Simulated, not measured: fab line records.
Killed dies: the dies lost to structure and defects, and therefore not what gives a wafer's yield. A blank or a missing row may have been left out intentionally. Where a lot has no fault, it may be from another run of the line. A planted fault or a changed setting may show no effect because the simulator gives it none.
A struck lot beside a sound one    flow n5-finfet    39 steps out of a route of 1938
Sound: wafers L525.3, L525.5, L525.6. Struck: wafers L535.3, L535.6 (left out: L535.5, a lot-mate that was not struck); the cause follows at the end.
Per side, at each step with rows, come the tool, then ch with its chambers, and then its first start. Under that, the readings that differ: sound wafers    struck wafers    difference of the means    sigmas: that difference in standard deviations of wafers without a fault.
alike: readings with means less than 2 such deviations apart, plus words and numbers identical on both sides. not compared: withheld readings, readings lacking a value on some wafer, bounds such as >300 that could conceal the same value, and numbers that have no deviation in the record and whose values overlap.
A row with sigmas, a row that says differs or no value, or rows on one side alone: a step with any of these is where the two part. Non-overlapping numbers with no deviation appear without sigmas and do not part them. Lack of a reading on every wafer of one side parts them only where that side has two or more wafers.

first, 9 steps without rows for these wafers: N5_MOL_CONTACT_COAG_CVD_140 (deposits W, target thk 66.5 nm, time 215 s); N5_MOL_CONTACT_COAG_PRECLEAN_127 (cleans in DIW, time 57.5 s); N5_MOL_CONTACT_COAG_SRD_128 (dry time 32 s); N5_MOL_CONTACT_COAG_CMP_52 (polishes, stops on SiO2, t overpolish 1.5 s, target thk 66.5 nm); N5_MOL_CONTACT_COAG_ANNEAL_112 (time 1800 s); N5_BEOL_M0_SAQP_PECVD_00 (deposits SiCN from 3MS/NH3, target thk 8 nm, time 14 s); N5_BEOL_M0_SAQP_ILD_DEP_01 (deposits SiOC from DEMS/O2, target thk 45.419 nm, time 8.7 s); N5_BEOL_M0_SAQP_HM_DEP_02 (deposits TiN, target thk 12 nm); N5_BEOL_M0_SAQP_PECVD_03 (deposits SiCN from 3MS/NH3, target thk 12 nm, time 21.1 s).
N5_BEOL_M0_SAQP_PECVD_96: deposits a-Si from SiH4/He, target thk 45 nm, time 45.2 s.
  sound on pecvd-04 ch 0,2, day 6 21:04; struck on pecvd-04 ch 2, day 9 09:51
reading                                          sound           struck     difference  sigmas
run-length-s (s)                                 81.1 80.4 81.0  74.4 74.5  -6.4        -11
model.a-Si_of_BEOL_M0_SAQP_PECVD_96.thk-nm (nm)  44.8 45.6 45.4  38.8 39.6  -6.1        
  alike: chamber-pressure-Torr, heater-power-w, showerhead-plenum-p-Torr, throttle-valve-pct
then, 25 steps without rows for these wafers: N5_BEOL_M0_SAQP_PECVD_97 (deposits SiNx from SiH4/NH3/N2, target thk 23 nm, time 19.9 s); N5_BEOL_M0_SAQP_PECVD_04 (deposits a-Si from SiH4/He, target thk 60 nm, time 60.2 s); N5_BEOL_M0_SAQP_HM_DEP_111 (deposits SiO2 from SiH4/N2O, target thk 12 nm, time 7.2 s); N5_BEOL_M0_SAQP_COAT_81 (time 60 s, resist thk 100 nm); N5_BEOL_M0_SAQP_COAT_82 (time 60 s, resist thk 30 nm); N5_BEOL_M0_SAQP_COAT_08 (resist thk 90 nm); N5_BEOL_M0_SAQP_EBR_10; N5_BEOL_M0_SAQP_SOFTBAKE_09 (time 60 s); N5_BEOL_M0_SAQP_EXPOSE_11 (exposes mask M0 CORE, target cd 42 nm); N5_BEOL_M0_SAQP_PEB_12 (peb time 60 s); N5_BEOL_M0_SAQP_DEVELOP_13 (develop time 30 s); N5_BEOL_M0_SAQP_DESCUM_19 (chemistry O2, time 7.9 s); N5_BEOL_M0_SAQP_ETCH_83 (etches SiARC in CF4, target depth 39 nm, time 65 s); N5_BEOL_M0_SAQP_ETCH_84 (etches SOC in N2/H2, target depth 100 nm, overetch 20 nm, time 150 s); N5_BEOL_M0_SAQP_STRIP_80 (strips in N2/H2); N5_BEOL_M0_SAQP_HM_OPEN_112 (chemistry CHF3/O2, target SiO2, stops on a-Si, target depth 12 nm, time 13.5 s); N5_BEOL_M0_SAQP_STRIP_113 (strips in CHF3/O2); N5_BEOL_M0_SAQP_MANDREL_ETCH_20 (etches a-Si in HBr/Cl2, stops on SiNx, target depth 60 nm, bt time 10 s, time 30 s); N5_BEOL_M0_SAQP_STRIP_86 (strips in N2/H2); N5_BEOL_M0_SAQP_STRIP_115 (strips in post etch residue remover, time 60 s); N5_BEOL_M0_SAQP_SRD_93 (time 30 s); N5_BEOL_M0_SAQP_RECESS_114 (chemistry HF/NH3, target SiO2, target depth 14.4 nm, afs cycles 3, sublimation time 60 s); N5_BEOL_M0_SAQP_SPACER1_ALD_98 (deposits SiO2, target thk 12.8 nm, pulse time 1 s, purge time 2 s); N5_BEOL_M0_SAQP_SPACER1_ETCHBACK_99 (etches SiO2 in CHF3/O2, target depth 15.4 nm, time 7.7 s); N5_BEOL_M0_SAQP_MANDREL1_REMOVE_100 (chemistry HBr/Cl2/O2, target a-Si, stops on SiNx, bt time 10 s).
N5_BEOL_M0_SAQP_MANDREL_ETCH_103: etches a-Si in HBr/Cl2, stops on SiCN, target depth 45 nm, bt time 10 s, time 27 s.
  sound on rie-si-06 ch 2,3, day 7 00:19; struck on rie-si-06 ch 0,3, day 9 13:04
reading                   sound              struck       difference  sigmas
oes-product-au (a.u.)     0.664 0.666 0.685  0.608 0.635  -0.050      -4
model.etch.depth-nm (nm)  44.85 45.56 45.35  38.8 39.64   -6.0        
  alike: drypump-motor-current-A, throttle-valve-pct
  not compared: rf-hours-counter-h
N5_BEOL_M0_SAQP_SPACER2_ETCHBACK_27: etches SiO2 in CHF3/O2, target depth 22.5 nm, time 11.25 s.
  sound on rie-diel-02 ch 1,2,3, day 7 01:53; struck on rie-diel-02 ch 2, day 9 14:34
reading                                          sound           struck     difference  sigmas
model.a-Si_of_BEOL_M0_SAQP_PECVD_96.thk-nm (nm)  42.8 43.4 43.2  36.6 37.6  -6.0        
  alike: drypump-motor-current-A, oes_ar_750_au, oes-product-au, rf-vpp-V, showerhead-plenum-p-Torr, throttle-valve-pct
  not compared: rf-hours-counter-h
N5_BEOL_M4_RC_MEAS_101:
  sound on prober-01 ch 0, day 8 22:46; struck on prober-02 ch 0, day 11 14:20
  alike: DIBL_N, DIBL_P, IOFF_N, IOFF_P, ION_N, ION_P, SS_N, SS_P, VT_N, VT_P
-- the record jumps here: 5 days lie between the struck wafers' starts before and after (it left off in module BEOL_M4 and takes up again in module PASSIVATION, whose first step shown is number 1936 of the route) --
N5_PASSIVATION_PROBE_49:
  record: rows for the struck wafers here (prober-02, day 16 06:32), none for the sound ones

== WHERE THEY PART ==
Earliest at N5_BEOL_M0_SAQP_PECVD_96; latest, in this record, at N5_PASSIVATION_PROBE_49.

WHY: what had been put in by the simulator
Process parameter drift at N5_BEOL_M0_SAQP_PECVD_96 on pecvd-04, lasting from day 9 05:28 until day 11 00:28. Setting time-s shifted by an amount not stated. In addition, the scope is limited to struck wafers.
